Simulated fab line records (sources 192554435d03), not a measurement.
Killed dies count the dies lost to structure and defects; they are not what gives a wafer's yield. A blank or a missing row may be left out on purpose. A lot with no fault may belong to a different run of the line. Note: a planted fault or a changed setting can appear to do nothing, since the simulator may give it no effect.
The tool behind it: which one? :: flow n5 finfet :: at 1 step of a route of 1938, 12 lots with 36 wafers sampled

== WHAT EACH GAUGE READ, for each wafer ==
N5_MOL_CONTACT_COAG_CD_MEAS_08: the cd target is 28 nm.
lot: L075
measured: day 4 19:11
on: cd sem-02
cd nm (nm): 27.92 27.95 28.02

lot: L077
measured: day 5 07:43
on: cd sem-02
cd nm (nm): 28.11 28.21 28.82

lot: L079
measured: day 5 23:24
on: cd sem-03
cd nm (nm): 27.94 27.63 28.22

lot: L081
measured: day 6 09:14
on: cd sem-01
cd nm (nm): 28.22 28.23 27.39

lot: L083
measured: day 6 19:37
on: cd sem-01
cd nm (nm): 28.16 28.39 27.98

lot: L085
measured: day 7 12:28
on: cd sem-01
cd nm (nm): 28.09 28.30 28.07

lot: L087
measured: day 7 19:04
on: cd sem-02
cd nm (nm): 28.39 28.14 28.11

lot: L089
measured: day 8 08:56
on: cd sem-01
cd nm (nm): 27.98 28.46 28.15

lot: L091
measured: day 8 21:59
on: cd sem-03
cd nm (nm): 28.52 28.65 27.80

lot: L093
measured: day 9 09:01
on: cd sem-02
cd nm (nm): 27.96 28.05 28.19

lot: L095
measured: day 9 23:20
on: cd sem-01
cd nm (nm): 27.97 27.77 27.98

lot: L097
measured: day 10 11:03
on: cd sem-03
cd nm (nm): 28.02 28.24 27.94

== EACH LOT AND THE TOOL THAT RAN IT (in order: tool; ch and the chambers of the sampled wafers; start) ==
The record shows no process step preceding these readings.

== THE ANSWER, worked out from the rows above alone ==
Rule: the lots themselves supply what counts as usual. Put in order of their means at a reading, lots are off if they are a third of the lots or fewer, leave a main group of 4 or more, and stand apart from it by a gap of 3 or more times the standard deviation of the main group's means; of several such gaps the widest counts. The tables above print the reading to a certain number of digits; a main group whose means all agree to those digits is not used. A lot without any number at a reading at which 4 lots or more have one is off too. Any other lot the step has rows for is counted as sound.
No lot is off at any reading shown: from this, nothing can be told.

== WHAT WAS PUT IN BY THE SIMULATOR ==
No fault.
